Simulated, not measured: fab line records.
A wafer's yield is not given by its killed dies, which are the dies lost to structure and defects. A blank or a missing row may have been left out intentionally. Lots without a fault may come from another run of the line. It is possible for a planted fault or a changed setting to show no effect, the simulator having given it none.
fab line records	flow n5_finfet
record: lots: 7	wafers: 39
route steps=1938 shown FIN_SAQP@102 GATE_CUT@490 BEOL_M0_SAQP@633 BEOL_M6@1194 BEOL_M11@1579 BEOL_M12@1637
start_h: start of the lot's first displayed wafer, in hours after the record's first day	wait_h: hours from the lot's prior step to this one	" identical to the entry in the row above	L1.1+2: several wafers, shown together as one row	- no value present, or no start provided	* or withheld: withheld	< > ~ a bound
route shown NAME@n: names a module that has steps shown in the file, with the first one's number in the route	usual: the fault-free wafers' mean and standard deviation	same: alike in all rows	chamber/n: place in a boat	sites: readings site by site	_std_site: standard deviation of those values	_edge_site: mean of outer sites minus mean of inner sites	radius_mm: for every site, how far away it sits from the centre of the wafer	mask NAME#n: copy n	behind: the most recent tool/chamber to have shaped the wafer	hold: what put the lot on hold/how long, in hours/how the hold closed	device: names the non-switching transistor (n, p or np)	end of line: the route-end tests of the same wafers	step lacking rows: just its recipe	killed: dies that structure and defects cost at the first sort, which is not the same as the wafer's yield	map: the dies of a wafer, with x for killed, . for not killed, _ for no die there
set.NAME: the setting the step ran with; set.NAME@STEP: the setting that earlier step ran with	model.NAME: the simulator's own value behind a step, which no gauge read
lots where settings were altered on purpose, with a table for each step and a row for each wafer
== steps ==
step: N5_FIN_SAQP_HM_DEP_72
recipe: material: SiO2	target_thk_a: 120	temp_c: 400	precursor: SiH4/N2O	pressure_torr: 0.75	rf_w: 275	time_s: 7.2
lot.wafer	tool	chamber	start_h	wait_h	set.target_thk_a	model.SiO2_of_FIN_SAQP_HM_DEP_72.thk_nm
L079.1	pecvd-01	0	51.76	0.0	120	11.98
L079.2	"	1	"	"	69.81	7.077
L079.3	"	2	"	"	69.81	7.045
L079.4	"	2	"	"	120	12.27
L079.5	"	0	"	"	120	12.4
L079.6	"	1	"	"	69.81	7.168
L081.1	pecvd-04	0	63.43	0.0	120	12.12
L081.2	"	2	"	"	120	11.83
L081.3	"	1	"	"	120	11.95
L081.4	"	0	"	"	120	12.17
L081.5	"	2	"	"	120	11.97
L081.6	"	1	"	"	120	11.82
L083.1	pecvd-01	1	75.31	0.0	120	12.08
L083.4	"	0	"	"	120	12.06
L083.5	"	1	"	"	120	12.14
L086.1	pecvd-01	0	94.24	0.0	120	11.96
L086.2	"	2	"	"	120	11.97
L086.3	"	0	"	"	120	12.25
L086.4	"	2	"	"	120	12.24
L086.5	"	2	"	"	120	12.12
L086.6	"	0	"	"	120	12.1
L090.1	pecvd-04	0	118.11	0.0	139.7	14.04
L090.2	"	2	"	"	120	11.8
L090.3	"	1	"	"	120	11.95
L090.4	"	0	"	"	139.7	14.05
L090.5	"	2	"	"	139.7	14.34
L090.6	"	1	"	"	120	12.4
L095.1	pecvd-01	1	147.32	0.0	120	12.04
L095.2	"	2	"	"	120	11.83
L095.3	"	0	"	"	120	11.78
L095.4	"	1	"	"	120	12
L095.5	"	0	"	"	120	12.07
L095.6	"	2	"	"	120	12.02
L096.1	pecvd-01	0	153.07	0.0	120	11.86
L096.2	"	2	"	"	138.9	13.55
L096.3	"	1	"	"	138.9	13.75
L096.4	"	2	"	"	120	12.16
L096.5	"	1	"	"	120	11.99
L096.6	"	0	"	"	138.9	13.96
step: N5_FIN_SAQP_DEVELOP_15
recipe: develop_time_s: 30	developer: TMAH	resist: CAR-ArF	dev_temp_c: 23	rinse_liquid: diw	dry: air_spin
lot.wafer	tool	chamber	start_h	wait_h	set.develop_time_s
L079.1+2+6	litho_track-04	0	-	-	36.02
L079.3+4+5	"	0	"	"	30
L081.1+3+4	litho_track-04	0	-	-	44.01
L081.2+5+6	"	0	"	"	30
L083.1+4+5	litho_track-03	0	-	-	30
L086.1+3+4	litho_track-05	0	-	-	30
L086.2+5+6	"	0	"	"	42.94
L090.1+2+3+4+5+6	litho_track-05	0	-	-	30
L095.1+2+3+4+5+6	litho_track-05	0	-	-	30
L096.1+2+3+4+5+6	litho_track-04	0	-	-	30
step: N5_FIN_SAQP_ETCH_52
recipe: chemistry: N2/H2	target: SOC	target_depth_a: 1000	overetch_a: 200	mask_material: SiARC	temp_c: 40	time_s: 150	ion_energy_ev: 200	pressure_mtorr: 30	source_w: 840	bias_w: 150	n2_flow_sccm: 200	h2_flow_sccm: 200	ends: end_point
step: N5_FIN_SAQP_STRIP_53
recipe: chemistry: N2/H2	temp_c: 40	n2_flow_sccm: 200	h2_flow_sccm: 200	rf_frequency_hz: 6e+07
step: N5_FIN_SAQP_HM_OPEN_73
recipe: chemistry: CHF3/O2	target: SiO2	stop_on: a-Si	target_depth_a: 120	over_etch_frac: 1.8	mask_material: SOC	time_s: 16.8	pressure_mtorr: 30	source_w: 650	bias_w: 170	Ar_flow_sccm: 200	CHF3_flow_sccm: 50	O2_flow_sccm: 5	ion_energy_ev: 200	ends: end_point
lot.wafer	tool	chamber	start_h	wait_h	set.target_thk_a@FIN_SAQP_HM_DEP_72	model.etch.depth_nm
L079.1	rie_diel-05	0	52.40	0.0	120	11.98
L079.2	"	3	"	"	69.81	7.077
L079.3	"	1	"	"	69.81	7.045
L079.4	"	2	"	"	120	12.27
L079.5	"	0	"	"	120	12.4
L079.6	"	3	"	"	69.81	7.168
L081.1	rie_diel-05	1	64.17	0.0	120	12.12
L081.2	"	2	"	"	120	11.83
L081.3	"	0	"	"	120	11.95
L081.4	"	3	"	"	120	12.17
L081.5	"	2	"	"	120	11.97
L081.6	"	1	"	"	120	11.82
L083.1	rie_diel-06	0	76.06	0.0	120	12.08
L083.4	"	1	"	"	120	12.06
L083.5	"	2	"	"	120	12.14
L086.1	rie_diel-05	2	95.01	0.0	120	11.96
L086.2	"	0	"	"	120	11.97
L086.3	"	1	"	"	120	12.25
L086.4	"	3	"	"	120	12.24
L086.5	"	2	"	"	120	12.12
L086.6	"	1	"	"	120	12.1
L090.1	rie_diel-03	1	118.99	0.0	139.7	14.04
L090.2	"	2	"	"	120	11.8
L090.3	"	3	"	"	120	11.95
L090.4	"	0	"	"	139.7	14.05
L090.5	"	2	"	"	139.7	14.34
L090.6	"	3	"	"	120	12.4
L095.1	rie_diel-06	2	148.31	0.0	120	12.04
L095.2	"	3	"	"	120	11.83
L095.3	"	0	"	"	120	11.78
L095.4	"	1	"	"	120	12
L095.5	"	1	"	"	120	12.07
L095.6	"	2	"	"	120	12.02
L096.1	rie_diel-06	1	153.81	0.0	120	11.86
L096.2	"	2	"	"	138.9	13.55
L096.3	"	3	"	"	138.9	13.75
L096.4	"	0	"	"	120	12.16
L096.5	"	1	"	"	120	11.99
L096.6	"	0	"	"	138.9	13.96
step: N5_GATE_CUT_DESCUM_18
recipe: chemistry: O2	time_s: 7	source_power_w: 50	bias_power_w: 20	pressure_mtorr: 20	rf_frequency_hz: 2.712e+07	temp_c: 40	resist: CAR-EUV	o2_flow_sccm: 225
lot.wafer	tool	chamber	start_h	wait_h	set.time_s	model.CAR-EUV_of_GATE_CUT_COAT_07.thk_nm
L079.1+5	rie_diel-04	1	115.37	0.1	7	26
L079.2	"	2	"	"	7	26.2
L079.3	"	0	"	"	4.913	27.2
L079.4+6	"	3,2	"	"	4.913	27
L081.1+2	rie_diel-02	3,1	128.38	0.2	7	26.2
L081.3+5+6	"	0,3,2	"	"	4.589	27.4
L081.4	"	2	"	"	7	26
L083.1	rie_diel-04	1	140.64	0.0	7	26.2
L083.4+5	"	3	"	"	7	26
L086.1+2+3	rie_diel-04	3,0,2	158.00	0.0	8.423	25.4
L086.4	"	1	"	"	7	26
L086.5+6	"	3,0	"	"	7	26.2
L090.1+2+4+5+6	rie_diel-01	1,2,3,3,0	183.88	0.4	7	26.2
L090.3	"	0	"	"	7	26
L095.1+2+3+4+5+6	rie_diel-01	0,3,1,2,3,0	211.77	0.0	7	26
L096.1	rie_diel-02	0	218.19	0.6	4.112	27.6
L096.2	"	3	"	"	7	26.2
L096.3+4	"	1,2	"	"	4.112	27.4
L096.5+6	"	3,0	"	"	7	26
step: N5_GATE_CUT_ETCH_28
recipe: chemistry: N2/H2	target: underlayer	target_depth_a: 130	mask_material: CAR-EUV	time_s: 10.4	ion_energy_ev: 200	pressure_mtorr: 30	source_w: 840	bias_w: 150	n2_flow_sccm: 200	h2_flow_sccm: 200	ends: cleared
lot.wafer	tool	chamber	start_h	wait_h	set.time_s@GATE_CUT_DESCUM_18	model.CAR-EUV_of_GATE_CUT_COAT_07.thk_nm
L079.1+2+5	rie_diel-04	1,2,1	115.40	0.0	7	14.6
L079.3	"	0	"	"	4.913	15.8
L079.4+6	"	3,2	"	"	4.913	15.6
L081.1+2+4	rie_diel-02	3,1,2	128.41	0.0	7	14.6
L081.3+6	"	0,2	"	"	4.589	16
L081.5	"	3	"	"	4.589	15.8
L083.1	rie_diel-04	1	140.67	0.0	7	14.8
L083.4+5	"	3	"	"	7	14.6
L086.1	rie_diel-04	3	158.03	0.0	8.423	13.8
L086.2+3	"	0,2	"	"	8.423	14
L086.4+5	"	1,3	"	"	7	14.6
L086.6	"	0	"	"	7	14.8
L090.1+3+4+5+6	rie_diel-01	1,0,3,3,0	183.91	0.0	7	14.8
L090.2	"	2	"	"	7	14.6
L095.1+2+3+4+5+6	rie_diel-01	0,3,1,2,3,0	211.80	0.0	7	14.6
L096.1	rie_diel-02	0	218.22	0.0	4.112	16.2
L096.2+5+6	"	3,3,0	"	"	7	14.6
L096.3+4	"	1,2	"	"	4.112	16
step: N5_GATE_CUT_ETCH_36
recipe: chemistry: CF4	target: SiARC	target_depth_a: 130	mask_material: CAR-EUV	time_s: 21.7	ion_energy_ev: 80	pressure_mtorr: 40	source_w: 545	bias_w: 36	Ar_flow_sccm: 100	cf4_flow_sccm: 100	ends: cleared
lot.wafer	tool	chamber	start_h	wait_h	set.time_s@GATE_CUT_DESCUM_18	model.CAR-EUV_of_GATE_CUT_COAT_07.thk_nm
L079.1+2+5	rie_diel-04	1,2,1	115.42	0.0	7	7
L079.3+4+6	"	0,3,2	"	"	4.913	8
L081.1+2+4	rie_diel-02	3,1,2	128.43	0.0	7	7
L081.3+5+6	"	0,3,2	"	"	4.589	8.2
L083.1+4+5	rie_diel-04	1,3,3	140.69	0.0	7	7
L086.1+2	rie_diel-04	3,0	158.05	0.0	8.423	6.2
L086.3	"	2	"	"	8.423	6.4
L086.4	"	1	"	"	7	6.8
L086.5	"	3	"	"	7	7
L086.6	"	0	"	"	7	7.2
L090.1	rie_diel-01	1	183.93	0.0	7	7.2
L090.2+3+4+5+6	"	2,0,3,3,0	"	"	7	7
L095.1+2+4	rie_diel-01	0,3,2	211.82	0.0	7	6.8
L095.3+5+6	"	1,3,0	"	"	7	7
L096.1+4	rie_diel-02	0,2	218.24	0.0	4.112	8.4
L096.2+5	"	3	"	"	7	7
L096.3	"	1	"	"	4.112	8.2
L096.6	"	0	"	"	7	6.8
step: N5_BEOL_M0_SAQP_ILD_DEP_01
recipe: material: SiOC	target_thk_a: 454.19	temp_c: 350	precursor: DEMS/O2	pressure_torr: 5	rf_w: 500	time_s: 8.7
lot.wafer	tool	chamber	start_h	wait_h	set.time_s	model.SiOC_of_BEOL_M0_SAQP_ILD_DEP_01.thk_nm
L079.1	pecvd-02	1	138.55	0.0	8.7	44.8
L079.2	"	2	"	"	11.27	58
L079.3	"	0	"	"	11.27	58.6
L079.4	"	0	"	"	8.7	45.6
L079.5	"	2	"	"	11.27	59
L079.6	"	1	"	"	8.7	45.2
L081.1+4	pecvd-03	1	148.66	0.0	8.7	45.4
L081.2	"	2	"	"	8.7	45.2
L081.3	"	0	"	"	8.7	44.6
L081.5+6	"	0,2	"	"	8.7	46
L083.1	pecvd-01	2	164.96	0.0	8.7	45.4
L083.4	"	2	"	"	8.7	46.2
L083.5	"	1	"	"	8.7	46
L086.1	pecvd-03	2	177.66	0.0	8.7	46.2
L086.2	"	1	"	"	8.7	45.6
L086.3+4	"	0	"	"	8.7	45.8
L086.5	"	1	"	"	8.7	46.6
L086.6	"	2	"	"	8.7	46.8
L090.1	pecvd-03	0	208.73	0.0	11.12	57.8
L090.2+3	"	1,2	"	"	8.7	44.4
L090.4	"	0	"	"	11.12	58.2
L090.5	"	1	"	"	8.7	45.4
L090.6	"	2	"	"	11.12	58.6
L095.1	pecvd-02	1	235.52	0.0	8.7	45.4
L095.2	"	2	"	"	8.7	45.2
L095.3	"	0	"	"	13.34	69.4
L095.4	"	0	"	"	8.7	45.8
L095.5	"	1	"	"	13.34	70.6
L095.6	"	2	"	"	13.34	70.2
L096.1+3	pecvd-02	1,2	244.99	0.0	8.7	45
L096.2	"	0	"	"	8.7	44.8
L096.4	"	0	"	"	6.495	34.2
L096.5	"	1	"	"	6.495	34.6
L096.6	"	2	"	"	6.495	34
step: N5_BEOL_M6_ILD_DEP_00
recipe: material: SiCOH_lowk	target_thk_a: 1797.5	temp_c: 300	precursor: DEMS/porogen	pressure_torr: 5	rf_w: 500	time_s: 33.4
lot.wafer	tool	chamber	start_h	wait_h	set.target_thk_a	model.SiCOH_lowk_of_BEOL_M6_ILD_DEP_00.thk_nm
L079.1	pecvd-03	1	230.97	0.0	1797.5	180.2
L079.2+3	"	0,2	"	"	1797.5	177
L079.4	"	2	"	"	1797.5	181.6
L079.5	"	1	"	"	1797.5	183.8
L079.6	"	0	"	"	1797.5	180.8
L081.1	pecvd-03	0	235.10	0.0	1494	150.4
L081.2	"	1	"	"	1797.5	180.2
L081.3	"	2	"	"	1797.5	178
L081.4	"	1	"	"	1494	153.2
L081.5	"	2	"	"	1494	150
L081.6	"	0	"	"	1797.5	183.4
L083.1	pecvd-03	1	268.63	0.0	1797.5	179.6
L083.4	"	0	"	"	1797.5	178.8
L083.5	"	2	"	"	1797.5	178.4
L086.1	pecvd-03	1	303.23	0.0	1797.5	179
L086.2	"	2	"	"	1797.5	177.4
L086.3	"	0	"	"	1797.5	176.6
L086.4	"	0	"	"	1797.5	180.6
L086.5	"	2	"	"	1797.5	180.4
L086.6	"	1	"	"	1797.5	182.2
L090.1	pecvd-04	1	342.17	0.0	1797.5	177.8
L090.2	"	0	"	"	1797.5	176.8
L090.3	"	2	"	"	1797.5	178.6
L090.4	"	0	"	"	1797.5	179.2
L090.5	"	1	"	"	1797.5	180.2
L090.6	"	2	"	"	1797.5	182
L095.1	pecvd-04	0	359.97	0.0	1797.5	180
L095.2	"	1	"	"	1797.5	180.4
L095.3	"	0	"	"	1797.5	182.2
L095.4	"	1	"	"	2817	283.4
L095.5	"	0	"	"	2817	281.8
L095.6	"	1	"	"	2817	282.6
L096.1	pecvd-03	1	377.06	0.0	2195	217.6
L096.2	"	2	"	"	1797.5	178.2
L096.3	"	0	"	"	1797.5	179.4
L096.4	"	0	"	"	2195	220.2
L096.5	"	1	"	"	2195	221.6
L096.6	"	2	"	"	1797.5	180.8
step: N5_BEOL_M6_CURE_74
recipe: temp_c: 385	time_s: 240	ambient: He/Ar	material: SiCOH_lowk
lot.wafer	tool	chamber	start_h	wait_h	set.target_thk_a@BEOL_M6_ILD_DEP_00	model.SiCOH_lowk_of_BEOL_M6_ILD_DEP_00.thk_nm
L079.1	uv_cure-02	0	231.03	0.0	1797.5	155.4
L079.2+3	"	0	"	"	1797.5	152.6
L079.4	"	0	"	"	1797.5	156.6
L079.5	"	0	"	"	1797.5	158.4
L079.6	"	0	"	"	1797.5	156
L081.1	uv_cure-01	1	235.17	0.0	1494	129.4
L081.2	"	1	"	"	1797.5	155.4
L081.3	"	1	"	"	1797.5	153.6
L081.4	"	1	"	"	1494	132
L081.5	"	1	"	"	1494	129.2
L081.6	"	1	"	"	1797.5	158.2
L083.1	uv_cure-02	1	268.71	0.1	1797.5	154.8
L083.4	"	1	"	"	1797.5	154.2
L083.5	"	1	"	"	1797.5	153.8
L086.1	uv_cure-01	1	303.29	0.0	1797.5	154.4
L086.2	"	1	"	"	1797.5	153
L086.3	"	1	"	"	1797.5	152.2
L086.4	"	1	"	"	1797.5	155.6
L086.5	"	1	"	"	1797.5	155.4
L086.6	"	1	"	"	1797.5	157.2
L090.1	uv_cure-03	2	342.23	0.0	1797.5	153.2
L090.2	"	2	"	"	1797.5	152.4
L090.3	"	2	"	"	1797.5	154
L090.4	"	2	"	"	1797.5	154.6
L090.5	"	2	"	"	1797.5	155.4
L090.6	"	2	"	"	1797.5	157
L095.1	uv_cure-03	2	360.06	0.1	1797.5	155.2
L095.2	"	2	"	"	1797.5	155.6
L095.3	"	2	"	"	1797.5	157
L095.4	"	2	"	"	2817	245.8
L095.5	"	2	"	"	2817	244.4
L095.6	"	2	"	"	2817	245.2
L096.1	uv_cure-01	0	377.13	0.0	2195	188
L096.2	"	0	"	"	1797.5	153.6
L096.3	"	0	"	"	1797.5	154.6
L096.4	"	0	"	"	2195	190.4
L096.5	"	0	"	"	2195	191.6
L096.6	"	0	"	"	1797.5	155.8
step: N5_BEOL_M6_THK_MEAS_01
recipe: reads: SiCOH_lowk_of_BEOL_M6_ILD_DEP_00
usual: M6_ILD_THK: 155.0/1.7
lot.wafer	tool	chamber	start_h	wait_h	set.target_thk_a@BEOL_M6_ILD_DEP_00	M6_ILD_THK[nm]
L079.1	film_metro-02	-	231.54	0.4	1797.5	155.5
L079.2	"	-	"	"	1797.5	152.7
L079.3	"	-	"	"	1797.5	152.5
L079.4	"	-	"	"	1797.5	156.6
L079.5	"	-	"	"	1797.5	158.5
L079.6	"	-	"	"	1797.5	156.0
L081.1	film_metro-02	-	235.68	0.4	1494	129.5
L081.2	"	-	"	"	1797.5	155.3
L081.3	"	-	"	"	1797.5	153.6
L081.4	"	-	"	"	1494	131.9
L081.5	"	-	"	"	1494	129.1
L081.6	"	-	"	"	1797.5	158.2
L083.1	film_metro-01	-	269.22	0.4	1797.5	154.8
L083.4	"	-	"	"	1797.5	154.1
L083.5	"	-	"	"	1797.5	153.9
L086.1	film_metro-02	-	303.81	0.4	1797.5	154.5
L086.2	"	-	"	"	1797.5	152.9
L086.3	"	-	"	"	1797.5	152.2
L086.4	"	-	"	"	1797.5	155.8
L086.5	"	-	"	"	1797.5	155.6
L086.6	"	-	"	"	1797.5	157.1
L090.1	film_metro-02	-	342.74	0.4	1797.5	153.2
L090.2	"	-	"	"	1797.5	152.5
L090.3	"	-	"	"	1797.5	154.1
L090.4	"	-	"	"	1797.5	154.6
L090.5	"	-	"	"	1797.5	155.4
L090.6	"	-	"	"	1797.5	157.1
L095.1	film_metro-02	-	360.57	0.4	1797.5	155.3
L095.2	"	-	"	"	1797.5	155.5
L095.3	"	-	"	"	1797.5	157.1
L095.4	"	-	"	"	2817	245.8
L095.5	"	-	"	"	2817	244.7
L095.6	"	-	"	"	2817	245.4
L096.1	film_metro-01	-	377.64	0.4	2195	188.0
L096.2	"	-	"	"	1797.5	153.6
L096.3	"	-	"	"	1797.5	154.6
L096.4	"	-	"	"	2195	190.3
L096.5	"	-	"	"	2195	191.5
L096.6	"	-	"	"	1797.5	156.0
step: N5_BEOL_M11_ETCH_41
recipe: chemistry: CH3F/O2	target: SiCN	target_depth_a: 426	taper_deg: 2	time_s: 86	ion_energy_ev: 120	mask_material: TiN	pressure_mtorr: 30	source_w: 395	bias_w: 75	Ar_flow_sccm: 150	CH3F_flow_sccm: 30	O2_flow_sccm: 20
lot.wafer	tool	chamber	start_h	wait_h	set.time_s	model.etch.depth_nm
L079.1	rie_diel-01	0	-	-	86	32.29
L079.2	"	3	"	"	86	32.19
L079.3	"	1	"	"	86	33.07
L079.4	"	2	"	"	86	32.52
L079.5	"	3	"	"	86	32.24
L079.6	"	0	"	"	86	32.5
L081.1+3	rie_diel-04	0,1	-	-	86	32.61
L081.2	"	3	"	"	43.19	16.25
L081.4	"	2	"	"	43.19	15.88
L081.5	"	3	"	"	86	32.35
L081.6	"	2	"	"	43.19	15.9
L083.1	rie_diel-02	0	-	-	86	31.94
L083.4	"	3	"	"	86	32.38
L083.5	"	2	"	"	86	32.76
L086.1	rie_diel-01	0	-	-	86	32.37
L086.2	"	2	"	"	56.65	21.42
L086.3	"	1	"	"	86	33.09
L086.4	"	2	"	"	56.65	21.39
L086.5	"	0	"	"	56.65	21.23
L086.6	"	1	"	"	86	32.96
L090.1	rie_diel-04	1	-	-	86	32.59
L090.2	"	0	"	"	131.4	50.27
L090.3	"	3	"	"	86	32.33
L090.4	"	2	"	"	131.4	49.22
L090.5	"	1	"	"	131.4	49.55
L090.6	"	2	"	"	86	32.35
L095.1	rie_diel-04	2	-	-	86	32.23
L095.2	"	0	"	"	86	32.53
L095.3	"	1	"	"	86	32.75
L095.4	"	3	"	"	86	32.34
L095.5	"	2	"	"	86	32.07
L095.6	"	1	"	"	86	32.67
L096.1	rie_diel-04	3	-	-	122.5	46.26
L096.2	"	2	"	"	86	32.52
L096.3	"	0	"	"	122.5	46.74
L096.4	"	1	"	"	86	32.7
L096.5	"	1	"	"	122.5	46.93
L096.6	"	0	"	"	86	32.78
step: N5_BEOL_M12_ETCH_68
recipe: chemistry: N2/H2	target: SOC	mask_material: SiARC	source_w: 3000	bias_w: 350	temp_c: 40	time_s: 285	ion_energy_ev: 200	pressure_mtorr: 30	n2_flow_sccm: 200	h2_flow_sccm: 200
lot.wafer	tool	chamber	start_h	wait_h	set.time_s	model.SiARC_of_BEOL_M12_COAT_66.thk_nm
L079.1	rie_diel-06	1	293.54	0.1	174.3	94.8
L079.2+3	"	3,0	"	"	285	85.6
L079.4	"	1	"	"	285	85.4
L079.5	"	0	"	"	174.3	95
L079.6	"	3	"	"	174.3	94.6
L081.1+4	rie_diel-05	2	301.48	0.1	366.1	79.6
L081.2	"	1	"	"	285	85.4
L081.3	"	3	"	"	366.1	78.8
L081.5	"	1	"	"	285	85.2
L081.6	"	3	"	"	285	86
L083.1	rie_diel-06	2	327.28	0.1	285	85.8
L083.4	"	0	"	"	285	86
L083.5	"	3	"	"	285	85.6
L086.1	rie_diel-05	3	354.11	0.1	234.5	90.2
L086.2	"	0	"	"	285	85.8
L086.3+4	"	1	"	"	285	85.2
L086.5	"	0	"	"	234.5	90
L086.6	"	3	"	"	234.5	90.6
L090.1	rie_diel-06	1	406.91	0.1	141.1	97.8
L090.2	"	2	"	"	285	85.2
L090.3	"	3	"	"	141.1	98.4
L090.4	"	0	"	"	141.1	97.6
L090.5	"	1	"	"	285	85.4
L090.6	"	0	"	"	285	85.6
L095.1	rie_diel-03	0	419.90	0.1	285	86.4
L095.2	"	1	"	"	285	86.2
L095.3+6	"	2,1	"	"	417.4	75.4
L095.4	"	2	"	"	285	86
L095.5	"	0	"	"	417.4	75.2
L096.1	rie_diel-03	1	439.34	0.1	178.3	94.6
L096.2+6	"	0,1	"	"	178.3	94.8
L096.3	"	2	"	"	285	85.8
L096.4	"	3	"	"	285	85.6
L096.5	"	0	"	"	285	86
== key ==
split: step: N5_FIN_SAQP_HM_DEP_72	setting: target_thk_a	stated: 120	by: wafer
response: step: N5_FIN_SAQP_HM_DEP_72	reading: model.SiO2_of_FIN_SAQP_HM_DEP_72.thk_nm	change: +0.122	per: 1%	r: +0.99
response: step: N5_FIN_SAQP_HM_OPEN_73	reading: model.etch.depth_nm	change: +0.122	per: 1%	r: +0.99
split: step: N5_FIN_SAQP_DEVELOP_15	setting: develop_time_s	stated: 30	by: wafer
response none clear
split: step: N5_GATE_CUT_DESCUM_18	setting: time_s	stated: 7	by: wafer
response: step: N5_GATE_CUT_DESCUM_18	reading: model.CAR-EUV_of_GATE_CUT_COAT_07.thk_nm	change: -0.0349	per: 1%	r: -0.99
response: step: N5_GATE_CUT_ETCH_28	reading: model.CAR-EUV_of_GATE_CUT_COAT_07.thk_nm	change: -0.0365	per: 1%	r: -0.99
response: step: N5_GATE_CUT_ETCH_36	reading: model.CAR-EUV_of_GATE_CUT_COAT_07.thk_nm	change: -0.0343	per: 1%	r: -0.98
split: step: N5_BEOL_M0_SAQP_ILD_DEP_01	setting: time_s	stated: 8.7	by: wafer
response: step: N5_BEOL_M0_SAQP_ILD_DEP_01	reading: model.SiOC_of_BEOL_M0_SAQP_ILD_DEP_01.thk_nm	change: +0.458	per: 1%	r: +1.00
split: step: N5_BEOL_M6_ILD_DEP_00	setting: target_thk_a	stated: 1797.5	by: wafer
response: step: N5_BEOL_M6_ILD_DEP_00	reading: model.SiCOH_lowk_of_BEOL_M6_ILD_DEP_00.thk_nm	change: +1.79	per: 1%	r: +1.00
response: step: N5_BEOL_M6_CURE_74	reading: model.SiCOH_lowk_of_BEOL_M6_ILD_DEP_00.thk_nm	change: +1.57	per: 1%	r: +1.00
response: step: N5_BEOL_M6_THK_MEAS_01	reading: M6_ILD_THK	change: +1.57	per: 1%	r: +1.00
split: step: N5_BEOL_M11_ETCH_41	setting: time_s	stated: 86	by: wafer
response: step: N5_BEOL_M11_ETCH_41	reading: model.etch.depth_nm	change: +0.33	per: 1%	r: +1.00
split: step: N5_BEOL_M12_ETCH_68	setting: time_s	stated: 285	by: wafer
response: step: N5_BEOL_M12_ETCH_68	reading: model.SiARC_of_BEOL_M12_COAT_66.thk_nm	change: -0.24	per: 1%	r: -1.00
